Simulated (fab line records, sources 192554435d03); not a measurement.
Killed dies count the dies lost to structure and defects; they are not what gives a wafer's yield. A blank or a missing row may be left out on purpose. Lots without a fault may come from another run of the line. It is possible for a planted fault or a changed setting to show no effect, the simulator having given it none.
Split-lot study | flow n5-finfet | 21 wafers read across 7 lots, on a route 1938 steps long

THE SPLIT
At N5_HKMG_FIN_ETCH_55 (etches SOC in N2/H2, target depth 240 nm, time 300 s), the setting time-s was moved away from the recipe's 300 s on 7 of the 21 wafers read, by -19.4% to +21.3%. This setting was run at the recipe's value on the other wafers.

The reading is taken at the split's own step.

THE READING
etch.depth-nm (the simulator's own value, which no gauge read), in nm, at N5_HKMG_FIN_ETCH_55 (etches SOC in N2/H2, target depth 240 nm, time 300 s). No usual value for it is given in the file. The 14 wafers here that ran the recipe average 238.7 nm, standard deviation 8.4 nm.

wafer  | tool, chamber at the split | time-s as run, s | against the recipe | etch.depth-nm, nm | against lot-mates on the recipe
L080.1 | rie-diel-04, 2             | 363.9            | +21.3%             | 300.7             | no lot-mate on the recipe
L080.4 | rie-diel-04, 3             | 363.9            | +21.3%             | 301.1             | no lot-mate on the recipe
L080.5 | rie-diel-04, 0             | 363.9            | +21.3%             | 281.8             | no lot-mate on the recipe
L083.3 | rie-diel-04, 2             | 241.9            | -19.4%             | 198.1             | -49.5
L083.4 | rie-diel-04, 3             | 241.9            | -19.4%             | 198.5             | -49.1
L083.6 | rie-diel-04, 3             | 300              | recipe             | 247.6             | -
L087.2 | rie-diel-06, 0             | 300              | recipe             | 235.8             | -
L087.3 | rie-diel-06, 1             | 300              | recipe             | 243.6             | -
L087.5 | rie-diel-06, 1             | 300              | recipe             | 243.4             | -
L091.2 | rie-diel-05, 2             | 261.5            | -12.8%             | 200.2             | -33.8
L091.5 | rie-diel-05, 2             | 261.5            | -12.8%             | 199.4             | -34.6
L091.6 | rie-diel-05, 1             | 300              | recipe             | 234               | -
L095.3 | rie-diel-05, 1             | 300              | recipe             | 236.6             | -
L095.4 | rie-diel-05, 3             | 300              | recipe             | 228.6             | -
L095.5 | rie-diel-05, 3             | 300              | recipe             | 225.6             | -
L096.1 | rie-diel-05, 1             | 300              | recipe             | 234.1             | -
L096.3 | rie-diel-05, 0             | 300              | recipe             | 246.3             | -
L096.6 | rie-diel-05, 3             | 300              | recipe             | 226.1             | -
L097.4 | rie-diel-06, 3             | 300              | recipe             | 250.9             | -
L097.5 | rie-diel-06, 3             | 300              | recipe             | 251.9             | -
L097.6 | rie-diel-06, 0             | 300              | recipe             | 237               | -

FIT RESULTS
A straight line over all 21 wafers: etch.depth-nm changes by +2.51 nm for each +1% of time-s; r = +0.96; the points scatter about the line by 8.8 nm.
The same after taking each lot's own level away (the mean of its wafers on the recipe; 18 wafers): +2.58 nm for each +1%; r = +0.96; scatter 5.3 nm.
According to that fit, moving time-s by its largest amount changes the reading by 55 nm.
Measured against the standard deviation above, the lots' own levels, which go from 230.27 to 247.60 nm, span 2.1 times it.
Consequently the slope shifts little with the lot-to-lot level, the two slopes agreeing.
Check: for one of the wafers moved furthest among these (-19.4%), held out of the fit, the line's prediction against its lot-mates is -50.3 nm. Against them it came out at -49.5 nm.

OTHER SPLITS APPLIED TO THESE WAFERS
Note: prior to the reading, these wafers also went through further splits. Each is held against what the fit with the lots' levels taken away leaves over:
other split on the same wafers | wafers away from the commonest value | r with etch.depth-nm (lot level and that fit taken away)
N5_ILD0_PRECLEAN_10 time-s     | 8                                    | +0.22
N5_SDB_HM_DEP_00 time-s        | 9                                    | +0.36
N5_HKMG_FIN_DESCUM_53 time-s   | 8                                    | -0.23

THE WHOLE CHAIN: every reading that the file lists as answering this split, in the file's order
step                | what it does                                         | reading                                                                    | change (the file's fit)              | r (the file's)
N5_HKMG_FIN_ETCH_55 | etches SOC in N2/H2, target depth 240 nm, time 300 s | HKMG_FIN.feature-depth-nm (the simulator's own value, which no gauge read) | +2.58 nm for each +1% of the setting | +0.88
N5_HKMG_FIN_ETCH_55 | etches SOC in N2/H2, target depth 240 nm, time 300 s | etch.depth-nm (the simulator's own value, which no gauge read)             | +2.58 nm for each +1% of the setting | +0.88

FILE'S OWN FIT
etch.depth-nm changes by +2.58 nm for each +1% of time-s, r = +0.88.
